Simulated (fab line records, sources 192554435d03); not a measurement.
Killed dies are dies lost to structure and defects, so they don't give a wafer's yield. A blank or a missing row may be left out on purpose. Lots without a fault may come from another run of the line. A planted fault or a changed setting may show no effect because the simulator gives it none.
fab line records | flow n5_finfet
record lots=7 wafers=39
route steps=1938 shown BEOL_M4@1070
start_h: hours from the record's first day to the start of the lot's first wafer shown | wait_h: hours since the lot's step before | " the same as in the row above | L1.1+2: a row that stands for several wafers | - no value, or no start given | * or withheld: withheld | < > ~ a bound
route shown NAME@n: a module of which the file shows steps, and the number in the route of the first | usual: mean/standard deviation of fault-free wafers | same: alike in all rows | chamber/n: place in a boat | sites: the reading at each site | _std_site: their standard deviation | _edge_site: outer sites' mean less inner sites' | radius_mm: how far each site lies from the wafer's centre | mask NAME#n: copy n | behind: the tool/chamber that last shaped the wafer | hold: why the lot was held/for how many hours/how that ended | device: the transistor (n, p or np) that didn't switch | end of line: the same wafers' tests at the end of the route | a step without rows: its recipe alone | killed: dies lost to structure and defects at the first sort, not the wafer's yield | map: a wafer's dies, x killed, . not, _ none there
set.NAME: the setting as run; set.NAME@STEP: as run at that earlier step | model.NAME: the simulator's own value behind a step, which no gauge read
lots whose settings were changed on purpose; a table a step, a row a wafer
## steps
# step N5_BEOL_M4_TRENCH_ETCH_37
# recipe chemistry=C4F6/O2 target_depth_a=555.55 target=SiOC time_s=29.2 ion_energy_ev=250 pressure_mtorr=30 source_w=355 bias_w=185 Ar_flow_sccm=300 C4F6_flow_sccm=10 O2_flow_sccm=10
# columns lot.wafer tool chamber start_h wait_h set.target_depth_a model.BEOL_M4.feature_depth_nm model.etch.depth_nm model.TiN_of_BEOL_M4_HM_DEP_02.thk_nm
L074.1 rie_diel-03 2 - - 555.55 53.4 53.34 18
L074.2 " 3 " " 555.55 55.2 55.22 18
L074.3 " 0 " " 555.55 53.8 53.86 18
L074.4 " 1 " " 555.55 55.4 55.36 18
L074.5 " 2 " " 555.55 53.8 53.79 18.2
L074.6 " 1 " " 555.55 55.4 55.42 18.2
L078.1 rie_diel-05 1 - - 858.2 85.2 85.17 16.4
L078.2 " 3 " " 555.55 55.4 55.38 17.6
L078.3 " 2 " " 555.55 55.4 55.47 17.4
L078.4 " 0 " " 555.55 55 54.99 18
L078.5 " 1 " " 858.2 84.8 84.85 16.4
L078.6 " 2 " " 858.2 86 85.94 16.6
L086.1 rie_diel-04 2 - - 555.55 54.8 54.77 17.6
L086.2 " 0 " " 403.7 40.8 40.88 18
L086.3 " 1 " " 555.55 56.4 56.31 17.6
L086.4 " 2 " " 403.7 39.8 39.74 18
L086.5 " 0 " " 555.55 56.2 56.25 17.4
L086.6 " 1 " " 403.7 40.8 40.85 18.4
L091.3 rie_diel-03 1 - - 555.55 55.2 55.25 17.6
L091.4 " 2 " " 555.55 55.2 55.28 17.6
L091.6 " 3 " " 555.55 56 56.01 17.8
L092.1 rie_diel-05 1 - - 555.55 54.4 54.37 17.8
L092.2 " 0 " " 397.7 39.2 39.25 18.4
L092.3 " 3 " " 555.55 55 54.93 17.8
L092.4 " 2 " " 555.55 55.2 55.17 17.8
L092.5 " 3 " " 397.7 39.4 39.47 18.4
L092.6 " 2 " " 397.7 39.6 39.54 18.6
L095.1 rie_diel-04 0 - - 424.9 43.6 43.61 18
L095.2 " 3 " " 555.55 56.6 56.53 17.4
L095.3 " 2 " " 424.9 41.6 41.69 18.4
L095.4 " 1 " " 424.9 43.4 43.33 18.2
L095.5 " 2 " " 555.55 54.8 54.75 17.8
L095.6 " 3 " " 555.55 56.2 56.22 17.6
L097.1 rie_diel-04 1 - - 555.55 56.8 56.85 17.6
L097.2 " 0 " " 668.4 68.2 68.23 17
L097.3 " 3 " " 555.55 57.6 57.56 17.2
L097.4 " 2 " " 668.4 66.2 66.26 17
L097.5 " 1 " " 555.55 57.2 57.1 17.6
L097.6 " 2 " " 668.4 65.6 65.58 16.8
# step N5_BEOL_M4_ETCH_41
# recipe chemistry=CH3F/O2 target=SiCN target_depth_a=299 taper_deg=2 time_s=52.5 ion_energy_ev=120 mask_material=TiN pressure_mtorr=30 source_w=395 bias_w=75 Ar_flow_sccm=150 CH3F_flow_sccm=30 O2_flow_sccm=20
# step N5_BEOL_M4_STRIP_97
# recipe chemistry=N2/H2 time_s=10 power_w=450 temp_c=40 pressure_mtorr=20 rf_frequency_hz=6e+07 bias_power_w=7 n2_flow_sccm=200 h2_flow_sccm=200
# step N5_BEOL_M4_OCD_MEAS_38
# usual trench_depth_nm=55.3/0.94
# columns lot.wafer tool chamber start_h wait_h set.target_depth_a@BEOL_M4_TRENCH_ETCH_37 trench_depth_nm
L074.1 ocd-02 - 161.91 - 555.55 53.3
L074.2 " - " " 555.55 55.2
L074.3 " - " " 555.55 53.8
L074.4 " - " " 555.55 55.4
L074.5 " - " " 555.55 53.3
L074.6 " - " " 555.55 55.2
L078.1 ocd-01 - 184.68 - 858.2 85.5
L078.2 " - " " 555.55 55.6
L078.3 " - " " 555.55 55.8
L078.4 " - " " 555.55 54.9
L078.5 " - " " 858.2 85.2
L078.6 " - " " 858.2 85.6
L086.1 ocd-01 - 239.62 - 555.55 54.6
L086.2 " - " " 403.7 41.0
L086.3 " - " " 555.55 56.1
L086.4 " - " " 403.7 39.4
L086.5 " - " " 555.55 55.7
L086.6 " - " " 403.7 41.1
L091.3 ocd-02 - 269.41 - 555.55 55.4
L091.4 " - " " 555.55 56.0
L091.6 " - " " 555.55 56.1
L092.1 ocd-02 - 273.05 - 555.55 54.5
L092.2 " - " " 397.7 38.9
L092.3 " - " " 555.55 55.2
L092.4 " - " " 555.55 55.5
L092.5 " - " " 397.7 39.2
L092.6 " - " " 397.7 39.1
L095.1 ocd-01 - 305.03 - 424.9 44.0
L095.2 " - " " 555.55 56.6
L095.3 " - " " 424.9 41.8
L095.4 " - " " 424.9 43.4
L095.5 " - " " 555.55 55.1
L095.6 " - " " 555.55 56.1
L097.1 ocd-01 - 331.15 - 555.55 57.2
L097.2 " - " " 668.4 67.6
L097.3 " - " " 555.55 57.9
L097.4 " - " " 668.4 66.1
L097.5 " - " " 555.55 56.8
L097.6 " - " " 668.4 65.3
# step N5_BEOL_M4_HM_STRIP_39
# recipe chemistry=peroxide_tin_strip material=TiN target_depth_a=250 temp_c=50 time_s=158
# step N5_BEOL_M4_SRD_40
# recipe time_s=30 temp_c=23 rinse_liquid=diw dry=ipa_marangoni
# step N5_BEOL_M4_ECD_50
# recipe material=Cu target_thk_a=3000
# step N5_BEOL_M4_ANNEAL_51
# recipe temp_c=225 time_s=90 ambient=N2
# step N5_BEOL_M4_CMP_52
# recipe stop_on=SiOC t_overpolish_s=6.8 down_force_psi=1 platen_rpm=50 clearing_platen_down_force_psi=1.5 clearing_platen_rpm=50 post_cmp_clean=cu_alkaline target_thk_nm=40 clearing_platen_pad_velocity_m_s=0.99484 pad_velocity_m_s=0.99484
# columns lot.wafer tool chamber start_h wait_h set.target_depth_a@BEOL_M4_TRENCH_ETCH_37 model.Cu_of_BEOL_M4_ECD_50.thk_nm
L074.3 cmp-04 2 165.46 0.2 555.55 37.4
L074.1+6 " 3 " " 555.55 39.6
L074.4 " 0 " " 555.55 39.2
L074.2 " 1 " " 555.55 38
L074.5 " 2 " " 555.55 37.8
L078.2+4 cmp-02 1,0 188.85 0.2 555.55 39.6
L078.1 " 2 " " 858.2 70
L078.3 " 3 " " 555.55 39
L078.5 " 1 " " 858.2 68
L078.6 " 2 " " 858.2 69
L086.3 cmp-01 1 242.79 0.2 555.55 42.6
L086.1 " 2 " " 555.55 41.2
L086.4 " 3 " " 403.7 26.2
L086.2 " 0 " " 403.7 25.4
L086.6 " 1 " " 403.7 28.2
L086.5 " 2 " " 555.55 43.2
L091.3 cmp-04 0 273.57 0.2 555.55 38.6
L091.4 " 3 " " 555.55 41.4
L091.6 " 1 " " 555.55 40.4
L092.2 cmp-02 3 276.73 0.2 397.7 24.6
L092.3 " 0 " " 555.55 39.6
L092.4 " 1 " " 555.55 39.2
L092.1 " 2 " " 555.55 40.6
L092.5+6 " 3,0 " " 397.7 24
L095.4 cmp-04 1 308.40 0.1 424.9 27
L095.3 " 2 " " 424.9 26.2
L095.2 " 3 " " 555.55 43
L095.1 " 0 " " 424.9 26.8
L095.6 " 1 " " 555.55 38.4
L095.5 " 2 " " 555.55 39
L097.4 cmp-01 3 334.44 0.1 668.4 52.4
L097.1 " 0 " " 555.55 41
L097.3 " 1 " " 555.55 43.8
L097.2 " 2 " " 668.4 53.6
L097.6 " 3 " " 668.4 50.6
L097.5 " 0 " " 555.55 40.6
# step N5_BEOL_M4_THK_MEAS_53
# recipe thk_meas_gauge=xrf reads=Cu_of_BEOL_M4_ECD_50
# usual M4_THK=40.4/1.5
# columns lot.wafer tool chamber start_h wait_h set.target_depth_a@BEOL_M4_TRENCH_ETCH_37 M4_THK[nm]
L074.1 film_metro-02 - 165.77 0.2 555.55 40.0
L074.2 " - " " 555.55 38.3
L074.3 " - " " 555.55 37.8
L074.4 " - " " 555.55 39.6
L074.5 " - " " 555.55 38.3
L074.6 " - " " 555.55 40.4
L078.1 film_metro-02 - 189.15 - 858.2 70.6
L078.2 " - " " 555.55 40.0
L078.3 " - " " 555.55 39.5
L078.4 " - " " 555.55 40.0
L078.5 " - " " 858.2 68.3
L078.6 " - " " 858.2 69.7
L086.1 film_metro-02 - 243.08 - 555.55 41.5
L086.2 " - " " 403.7 25.6
L086.3 " - " " 555.55 43.0
L086.4 " - " " 403.7 26.4
L086.5 " - " " 555.55 43.7
L086.6 " - " " 403.7 28.4
L091.3 film_metro-01 - 273.86 - 555.55 39.4
L091.4 " - " " 555.55 42.2
L091.6 " - " " 555.55 41.1
L092.1 film_metro-01 - 277.02 - 555.55 41.2
L092.2 " - " " 397.7 24.9
L092.3 " - " " 555.55 40.0
L092.4 " - " " 555.55 39.9
L092.5 " - " " 397.7 24.3
L092.6 " - " " 397.7 24.3
L095.1 film_metro-01 - 308.70 - 424.9 27.5
L095.2 " - " " 555.55 44.0
L095.3 " - " " 424.9 26.8
L095.4 " - " " 424.9 27.9
L095.5 " - " " 555.55 40.1
L095.6 " - " " 555.55 39.5
L097.1 film_metro-01 - 334.73 - 555.55 41.6
L097.2 " - " " 668.4 54.4
L097.3 " - " " 555.55 44.4
L097.4 " - " " 668.4 53.1
L097.5 " - " " 555.55 41.0
L097.6 " - " " 668.4 51.2
# step N5_BEOL_M4_PRE_CLEAN_60
# recipe gas=NH3/H2 time_s=15 temp_c=* rf_power_w=300
# step N5_BEOL_M4_CO_CAP_55
# recipe material=Co target_thk_a=20 temp_c=200 precursor=CCTBA/H2 pressure_torr=30 time_s=102.1
# step N5_BEOL_M4_PRE_CLEAN_56
# recipe gas=NH3 time_s=15 temp_c=withheld rf_power_w=300
# step N5_BEOL_M4_DEP_57
# recipe material=SiCN target_thk_a=80 temp_c=withheld precursor=3MS/NH3 pressure_torr=3 rf_w=202 time_s=14
# step N5_BEOL_M4_RS_MEAS_58
# recipe thk_meas_gauge=four-point-probe reads=Co_of_BEOL_M4_CO_CAP_55+Cu_of_BEOL_M4_ECD_50+Co_of_BEOL_M4_CVD_47+TaN_of_BEOL_M4_ALD_84
# usual M4_RS=0.67/0.031
# columns lot.wafer tool chamber start_h wait_h set.target_depth_a@BEOL_M4_TRENCH_ETCH_37 M4_RS[ohm/sq]
L074.1 film_metro-02 - 166.03 0.0 555.55 0.68
L074.2 " - " " 555.55 0.71
L074.3 " - " " 555.55 0.73
L074.4 " - " " 555.55 0.69
L074.5 " - " " 555.55 0.72
L074.6 " - " " 555.55 0.67
L078.1 film_metro-02 - 189.42 0.1 858.2 0.33
L078.2 " - " " 555.55 0.68
L078.3 " - " " 555.55 0.69
L078.4 " - " " 555.55 0.68
L078.5 " - " " 858.2 0.35
L078.6 " - " " 858.2 0.34
L086.1 film_metro-02 - 243.36 0.1 555.55 0.64
L086.2 " - " " 403.7 1.22
L086.3 " - " " 555.55 0.62
L086.4 " - " " 403.7 1.17
L086.5 " - " " 555.55 0.60
L086.6 " - " " 403.7 1.06
L091.3 film_metro-02 - 274.12 0.1 555.55 0.70
L091.4 " - " " 555.55 0.64
L091.6 " - " " 555.55 0.66
L092.1 film_metro-02 - 277.29 0.0 555.55 0.66
L092.2 " - " " 397.7 1.28
L092.3 " - " " 555.55 0.68
L092.4 " - " " 555.55 0.69
L092.5 " - " " 397.7 1.31
L092.6 " - " " 397.7 1.31
L095.1 film_metro-02 - 309.01 0.0 424.9 1.13
L095.2 " - " " 555.55 0.61
L095.3 " - " " 424.9 1.17
L095.4 " - " " 424.9 1.12
L095.5 " - " " 555.55 0.69
L095.6 " - " " 555.55 0.70
L097.1 film_metro-02 - 334.99 0.0 555.55 0.65
L097.2 " - " " 668.4 0.46
L097.3 " - " " 555.55 0.59
L097.4 " - " " 668.4 0.47
L097.5 " - " " 555.55 0.66
L097.6 " - " " 668.4 0.50
## key
split step=N5_BEOL_M4_TRENCH_ETCH_37 setting=target_depth_a stated=555.55 by=wafer
response step=N5_BEOL_M4_TRENCH_ETCH_37 reading=model.BEOL_M4.feature_depth_nm change=+0.546 per=1% r=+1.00
response step=N5_BEOL_M4_TRENCH_ETCH_37 reading=model.etch.depth_nm change=+0.545 per=1% r=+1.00
response step=N5_BEOL_M4_TRENCH_ETCH_37 reading=model.TiN_of_BEOL_M4_HM_DEP_02.thk_nm change=-0.0229 per=1% r=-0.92
response step=N5_BEOL_M4_OCD_MEAS_38 reading=trench_depth_nm change=+0.544 per=1% r=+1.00
response step=N5_BEOL_M4_CMP_52 reading=model.Cu_of_BEOL_M4_ECD_50.thk_nm change=+0.549 per=1% r=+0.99
response step=N5_BEOL_M4_THK_MEAS_53 reading=M4_THK change=+0.555 per=1% r=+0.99
response step=N5_BEOL_M4_RS_MEAS_58 reading=M4_RS shape=bent at_lowest=1.30 at_stated=0.67 at_highest=0.34
